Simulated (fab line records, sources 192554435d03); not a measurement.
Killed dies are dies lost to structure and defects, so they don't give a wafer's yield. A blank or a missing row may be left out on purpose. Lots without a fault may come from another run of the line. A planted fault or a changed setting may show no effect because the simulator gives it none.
Which tool did it? | flow n5_finfet | 6 lots, 17 wafers sampled, at 2 steps of a route of 1938

WHAT THE GAUGES READ, wafer by wafer
N5_ILD0_THK_MEAS_08.
lot  | measured    | on            | thk_nm (nm)
L994 | day 4 07:40 | film_metro-01 | 138.3 140.3 139.3
L999 | day 5 12:00 | film_metro-02 | 138.3 139.5 141.4
L103 | day 6 17:54 | film_metro-02 | 138.4 139.4 139.0
L105 | day 7 00:22 | film_metro-02 | 138.8 137.4 137.4
L108 | day 7 18:07 | film_metro-01 | 139.2 137.5 138.8
L111 | day 8 11:15 | film_metro-01 | 137.1 138.4

WHICH TOOL RAN EACH LOT (tool, then ch and the chambers of the sampled wafers, then the start)
lot  | N5_SD_EPI_P_ETCH_36
L994 | rie_diel-05 ch 1,2,3, day 3 23:56
L999 | rie_diel-04 ch 1,2, day 5 04:23
L103 | rie_diel-05 ch 2,3, day 6 09:12
L105 | rie_diel-05 ch 1,2, day 6 16:49
L108 | rie_diel-04 ch 0,2,3, day 7 10:28
L111 | rie_diel-05 ch 2,3, day 8 03:35
- N5_SD_EPI_P_ETCH_36: etches SiARC in CF4, target depth 45.5 nm, time 75.8 s.

THE ANSWER, worked out from the rows above alone
Rule: what is usual is taken from the lots themselves. Put in order of their means at a reading, lots are off if they are a third of the lots or fewer, leave a main group of 4 or more, and stand apart from it by a gap of 3 or more times the standard deviation of the main group's means; of several such gaps the widest counts. A main group whose means are all the same, to the digits that the tables above print for the reading, isn't used. A lot without any number at a reading at which 4 lots or more have one is off too. The other lots that the step has rows for count as sound.
No lot is off at any reading shown: from this, nothing can be told.

WHAT THE SIMULATOR HAD PUT IN
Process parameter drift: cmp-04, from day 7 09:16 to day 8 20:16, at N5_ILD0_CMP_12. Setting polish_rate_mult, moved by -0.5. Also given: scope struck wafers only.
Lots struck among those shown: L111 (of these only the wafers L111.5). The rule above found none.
